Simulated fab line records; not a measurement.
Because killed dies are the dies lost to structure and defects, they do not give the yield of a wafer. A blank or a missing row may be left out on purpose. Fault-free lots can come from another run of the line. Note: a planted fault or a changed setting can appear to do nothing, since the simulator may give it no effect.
The tool behind it: which one?	flow nand-harc	36 wafers from 12 lots sampled at 5 of the route's 1302 steps

WHAT EACH GAUGE READ, for each wafer
NHARC_P_ZERO_WELL_CD_MEAS_24 targets a cd of 720 nm. Usual: cd-nm at 720.4 nm, with a standard deviation of 1.8.
lot	measured	on	cd-nm (nm)	flag
L237	day 1 22:31	cd-sem-02	720.7 721.4 723.3	
L239	day 2 18:28	cd-sem-03	723.7 722.1 719.9	
L243	day 4 10:53	cd-sem-03	727.7 726.8 722.6	
L245	day 5 06:38	cd-sem-03	727.4 722.2 726.4	
L248	day 6 12:37	cd-sem-02	719.7 720.1 720.8	
L250	day 7 11:52	cd-sem-03	718.1 720.9 720.7	
L252	day 8 04:46	cd-sem-03	718.7 718.2 720.5	
L253	day 8 14:37	cd-sem-03	720.4 722.9 724.0	
L254	day 9 00:41	cd-sem-02	719.3 722.2 718.9	
L255	day 9 10:25	cd-sem-02	719.9 719.9 720.9	
L257	day 10 06:35	cd-sem-01	716.7 717.0 719.1	
L258	day 10 16:28	cd-sem-01	719.1 720.1 719.2	

NHARC_P_GATE_OVL_MEAS_27. Usual: overlay-x-nm -0.3 nm, standard deviation 0.74; overlay-y-nm 0.0 nm, standard deviation 0.86.
lot	measured	on	overlay-x-nm (nm)	overlay-y-nm (nm)	flag
L237	day 5 11:25	overlay-02	-1.1 -1.1 -1.4	0.2 0.0 0.3	
L239	day 5 16:17	overlay-02	-0.6 -0.1 0.1	-1.7 -1.9 -2.7	
L243	day 7 09:44	overlay-01	-0.9 -0.6 -0.6	0.7 0.5 0.5	
L245	day 8 15:07	overlay-01	0.6 0.5 0.8	0.5 0.3 0.9	
L248	day 9 12:55	overlay-02	0.1 0.0 0.2	1.5 1.0 1.4	
L250	day 11 00:59	overlay-01	-0.5 -0.4 -0.4	1.0 1.0 0.9	
L252	day 11 01:25	overlay-02	-0.4 -0.3 0.1	-0.2 -0.9 -0.4	
L253	day 11 16:22	overlay-01	-0.6 0.2 -0.7	0.3 0.3 0.0	
L254	day 12 00:17	overlay-01	1.2 1.4 1.2	-0.2 -0.2 -0.2	
L255	day 12 12:32	overlay-02	-0.8 -1.4 -1.3	-0.2 -0.1 0.1	
L257	day 13 07:04	overlay-02	-0.3 0.3 -1.0	-1.1 -0.7 -0.6	
L258	day 13 21:55	overlay-02	0.3 0.3 0.6	0.5 0.5 0.8	

TOOL THAT RAN EACH LOT (tool first, then ch and the chambers of the sampled wafers, then the start)
lot	NHARC_P_ZERO_WELL_PEB_22	NHARC_P_ZERO_WELL_DESCUM_39	NHARC_P_GATE_DEP_103
L237	litho-track-07 ch 0, day 1 22:26	rie-diel-11 ch 2,3, day 2 00:19	pecvd-01 ch 0,1,2, day 5 10:49
L239	litho-track-05 ch 0, day 2 18:22	rie-diel-01 ch 0,1,3, day 2 20:11	pecvd-01 ch 0,1, day 5 15:31
L243	litho-track-05 ch 0, day 4 10:47	rie-diel-08 ch 0,1,2, day 4 12:40	pecvd-02 ch 0,1,2, day 7 08:58
L245	litho-track-05 ch 0, day 5 06:32	rie-diel-01 ch 1,2, day 5 08:25	pecvd-02 ch 0,1, day 8 14:23
L248	litho-track-03 ch 0, day 6 12:31	rie-diel-11 ch 0,2,3, day 6 14:29	pecvd-02 ch 0,1,2, day 9 12:13
L250	litho-track-07 ch 0, day 7 11:47	rie-diel-11 ch 0,2, day 7 13:32	pecvd-02 ch 0,1,2, day 11 00:16
L252	litho-track-07 ch 0, day 8 04:40	rie-diel-08 ch 0,1, day 8 06:35	pecvd-02 ch 0,2, day 11 00:47
L253	litho-track-07 ch 0, day 8 14:32	rie-diel-08 ch 1,3, day 8 16:28	pecvd-04 ch 1,2, day 11 15:38
L254	litho-track-05 ch 0, day 9 00:36	rie-diel-01 ch 0,1,2, day 9 02:26	pecvd-04 ch 0,1,2, day 11 23:31
L255	litho-track-03 ch 0, day 9 10:19	rie-diel-08 ch 0,1,2, day 9 12:13	pecvd-01 ch 1,2, day 12 11:46
L257	litho-track-05 ch 0, day 10 06:30	rie-diel-11 ch 1,2,3, day 10 08:26	pecvd-02 ch 0,1,2, day 13 06:26
L258	litho-track-03 ch 0, day 10 16:22	rie-diel-11 ch 1,2,3, day 10 20:02	pecvd-01 ch 0,1,2, day 13 21:18
- NHARC_P_ZERO_WELL_PEB_22: peb time 85 s.
- NHARC_P_ZERO_WELL_DESCUM_39: chemistry O2, time 3 s.
- NHARC_P_GATE_DEP_103: deposits SiON, target thk 30 nm.

AS READ BY THE TOOLS THEMSELVES (means over the sampled wafers that have a number; for cases with no such wafer, the mark the record gives instead)
NHARC_P_ZERO_WELL_PEB_22. Usual: chill-plate-temp-C 23.02 C, standard deviation 0.091; exhaust-pa 44.8 Pa, standard deviation 0.77; heater-power-total-W 163.95 W, standard deviation 0.28; plate-temp-C 118.00 C, standard deviation 0.12.
lot	tool	chill-plate-temp-C (C)	exhaust-pa (Pa)	heater-power-total-W (W)	plate-temp-C (C)	flag
L237	litho-track-07	22.93	44.4	163.64	118.01	
L239	litho-track-05	23.01	45.0	163.67	118.14	
L243	litho-track-05	23.06	45.3	171.31	122.07	OFF
L245	litho-track-05	22.94	44.4	171.27	122.11	OFF
L248	litho-track-03	22.94	45.0	163.81	118.15	
L250	litho-track-07	22.95	44.3	164.05	118.15	
L252	litho-track-07	23.05	45.0	163.86	118.07	
L253	litho-track-07	23.10	43.6	163.87	118.15	
L254	litho-track-05	22.96	45.4	164.17	118.08	
L255	litho-track-03	23.06	44.8	163.84	117.90	
L257	litho-track-05	23.10	44.3	164.17	117.89	
L258	litho-track-03	22.99	44.9	164.04	117.91	

NHARC_P_ZERO_WELL_DESCUM_39. Usual: drypump-motor-current-A 5.6 A, standard deviation 0.43; oes-product-au 1.002 a.u., standard deviation 0.0084; rf-vpp-V 57.9 V, standard deviation 0.8; showerhead-plenum-p-Torr 1.94 Torr, standard deviation 0.078; throttle-valve-pct 11.310 %, standard deviation 0.0089.
lot	tool	drypump-motor-current-A (A)	oes-product-au (a.u.)	rf-vpp-V (V)	showerhead-plenum-p-Torr (Torr)	throttle-valve-pct (%)	flag
L237	rie-diel-11	5.3	0.999	58.2	2.03	11.319	
L239	rie-diel-01	5.7	0.997	57.2	1.88	11.309	
L243	rie-diel-08	5.5	0.992	57.3	1.97	11.312	
L245	rie-diel-01	6.0	1.006	57.8	1.92	11.303	
L248	rie-diel-11	5.7	1.004	58.9	2.00	11.313	
L250	rie-diel-11	5.8	1.003	57.4	1.99	11.315	
L252	rie-diel-08	5.5	0.998	58.6	2.00	11.309	
L253	rie-diel-08	5.7	0.996	57.7	1.98	11.309	
L254	rie-diel-01	5.9	0.993	58.7	1.84	11.307	
L255	rie-diel-08	5.5	0.994	58.0	1.96	11.313	
L257	rie-diel-11	5.2	1.008	57.9	1.98	11.307	
L258	rie-diel-11	5.2	1.006	58.2	1.98	11.308	

NHARC_P_GATE_DEP_103. Usual: heater-power-w at 726 W, with a standard deviation of 83.
lot	tool	heater-power-w (W)	flag
L237	pecvd-01	754	
L239	pecvd-01	756	
L243	pecvd-02	729	
L245	pecvd-02	677	
L248	pecvd-02	701	
L250	pecvd-02	698	
L252	pecvd-02	609	
L253	pecvd-04	799	
L254	pecvd-04	787	
L255	pecvd-01	701	
L257	pecvd-02	707	
L258	pecvd-01	759	

THE ANSWER, worked out from the rows above alone
Rule: a lot is off if the mean of its wafers that have a number lies more than 3 standard deviations from the usual mean. A lot without any number at a reading at which 4 lots or more have one is off too. Any other lot the step has rows for is counted as sound. The gauges are gone through in route order, then the tools' own readings, and for those a lot's mean is taken as printed above. The first step at which some lot is off is used, and at that step the reading that is off furthest; a lot without a number counts as furthest.
Off at NHARC_P_ZERO_WELL_PEB_22 (plate-temp-C): L243, L245.
If a tool, at that step or one of the process steps before it, ran each lot that is off and ran no sound lot following the first of them, it fits. None of those tried fits.

WHAT HAD BEEN PUT IN BY THE SIMULATOR
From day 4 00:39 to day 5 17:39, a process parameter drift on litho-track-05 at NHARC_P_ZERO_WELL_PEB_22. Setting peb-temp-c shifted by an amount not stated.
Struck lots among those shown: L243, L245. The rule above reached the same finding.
